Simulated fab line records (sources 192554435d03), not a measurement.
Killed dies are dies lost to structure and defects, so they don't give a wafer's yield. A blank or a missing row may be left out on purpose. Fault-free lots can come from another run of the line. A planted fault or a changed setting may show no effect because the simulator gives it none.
Split-lot study | flow n5Finfet | 39 wafers read across 7 lots, on a route 1938 steps long

THE SPLIT
At N5_BEOL_M7_DESCUM_33 (chemistry O2, time 7 s), the setting timeS was moved away from the recipe's 7 s on 15 of the 39 wafers read, by -59.3% to -16.2%. The other wafers ran this setting at the recipe's value.

The reading is taken at the split's own step.

THE READING
CAR-EUV_of_BEOL_M7_COAT_22.thkNm (the simulator's own value, which no gauge read), in nm, at N5_BEOL_M7_DESCUM_33 (chemistry O2, time 7 s). There is no usual value for it anywhere in the file. Here, 24 wafers ran the recipe; their average is 26.0 nm with a standard deviation of 0.12 nm.

wafer  | tool, chamber at the split | timeS as run, s | against the recipe | CAR-EUV_of_BEOL_M7_COAT_22.thkNm, nm | against lot-mates on the recipe
L076.1 | rieDiel-02, 3,1,2,3,2      | 7               | recipe             | 26                                   | -
L076.2 | rieDiel-02, 3,1,2,3,2      | 7               | recipe             | 26                                   | -
L076.3 | rieDiel-02, 3,1,2,3,2      | 7               | recipe             | 26                                   | -
L076.5 | rieDiel-02, 3,1,2,3,2      | 7               | recipe             | 26                                   | -
L076.6 | rieDiel-02, 3,1,2,3,2      | 7               | recipe             | 26                                   | -
L076.4 | rieDiel-02, 0              | 7               | recipe             | 25.8                                 | -
L077.1 | rieDiel-04, 1,3            | 7               | recipe             | 26.2                                 | -
L077.5 | rieDiel-04, 1,3            | 7               | recipe             | 26.2                                 | -
L077.2 | rieDiel-04, 3              | 7               | recipe             | 26                                   | -
L083.1 | rieDiel-02, 0,1,3          | 3.421           | -51.1%             | 28                                   | +1.9
L083.2 | rieDiel-02, 0,1,3          | 3.421           | -51.1%             | 28                                   | +1.9
L083.3 | rieDiel-02, 0,1,3          | 3.421           | -51.1%             | 28                                   | +1.9
L083.4 | rieDiel-02, 2,1            | 7               | recipe             | 26.2                                 | -
L083.6 | rieDiel-02, 2,1            | 7               | recipe             | 26.2                                 | -
L083.5 | rieDiel-02, 0              | 7               | recipe             | 26                                   | -
L085.1 | rieDiel-04, 2,0            | 7               | recipe             | 26                                   | -
L085.6 | rieDiel-04, 2,0            | 7               | recipe             | 26                                   | -
L085.2 | rieDiel-04, 0,2            | 3.144           | -55.1%             | 27.8                                 | +1.9
L085.4 | rieDiel-04, 0,2            | 3.144           | -55.1%             | 27.8                                 | +1.9
L085.3 | rieDiel-04, 1              | 3.144           | -55.1%             | 28                                   | +2.1
L085.5 | rieDiel-04, 1              | 7               | recipe             | 25.8                                 | -
L087.1 | rieDiel-06, 3,0            | 7               | recipe             | 26                                   | -
L087.5 | rieDiel-06, 3,0            | 7               | recipe             | 26                                   | -
L087.2 | rieDiel-06, 2              | 5.869           | -16.2%             | 26.4                                 | +0.3
L087.3 | rieDiel-06, 0,1            | 5.869           | -16.2%             | 26.6                                 | +0.5
L087.4 | rieDiel-06, 0,1            | 5.869           | -16.2%             | 26.6                                 | +0.5
L087.6 | rieDiel-06, 1              | 7               | recipe             | 26.2                                 | -
L088.1 | rieDiel-02, 2,0            | 7               | recipe             | 26                                   | -
L088.5 | rieDiel-02, 2,0            | 7               | recipe             | 26                                   | -
L088.2 | rieDiel-02, 3,1,1          | 3.353           | -52.1%             | 27.8                                 | +1.9
L088.3 | rieDiel-02, 3,1,1          | 3.353           | -52.1%             | 27.8                                 | +1.9
L088.6 | rieDiel-02, 3,1,1          | 3.353           | -52.1%             | 27.8                                 | +1.9
L088.4 | rieDiel-02, 0              | 7               | recipe             | 25.8                                 | -
L096.1 | rieDiel-04, 2,1,3          | 2.852           | -59.3%             | 28.2                                 | +2.1
L096.2 | rieDiel-04, 2,1,3          | 2.852           | -59.3%             | 28.2                                 | +2.1
L096.5 | rieDiel-04, 2,1,3          | 2.852           | -59.3%             | 28.2                                 | +2.1
L096.3 | rieDiel-04, 0,3            | 7               | recipe             | 26.2                                 | -
L096.4 | rieDiel-04, 0,3            | 7               | recipe             | 26.2                                 | -
L096.6 | rieDiel-04, 0              | 7               | recipe             | 26                                   | -
When a row names more than one chamber, that row covers several wafers, and the file does not tell which wafer ran in which chamber.

THE FIT
A straight line over all 39 wafers: CAR-EUV_of_BEOL_M7_COAT_22.thkNm changes by -0.0356 nm for each +1% of timeS; r = -0.99; the points scatter about the line by 0.13 nm.
The same after taking each lot's own level away (the mean of its wafers on the recipe; 39 wafers): -0.0355 nm for each +1%; r = -1.00; scatter 0.089 nm.
That fit puts the effect of the largest move of timeS on the reading at 2.1 nm.
From 25.93 to 26.13 nm: that is the span of the lots' own levels, equal to 1.6 times the standard deviation above.
Hence the lot-to-lot level has little effect on the slope; both slopes agree.
Check: +2.1 nm against its lot-mates is what the line predicts for one of the wafers moved furthest among these (-59.3%) when that wafer is left out of the fit. It came out at +2.07 nm against them.

ADDITIONAL SPLITS CARRIED BY THESE WAFERS
Note: prior to the reading, these wafers also went through further splits. Each is held against what the fit with the lots' levels taken away leaves over:
other split on the same wafers  | wafers away from the commonest value | r with CAR-EUV_of_BEOL_M7_COAT_22.thkNm (lot level and that fit taken away)
N5_BEOL_M1_TRENCH_ETCH_37 timeS | 15                                   | +0.00
N5_BEOL_M5_ALD_86 aldCycles     | 12                                   | -0.22

FILE'S OWN FIT
CAR-EUV_of_BEOL_M7_COAT_22.thkNm changes by -0.0354 nm for each +1% of timeS, r = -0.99.
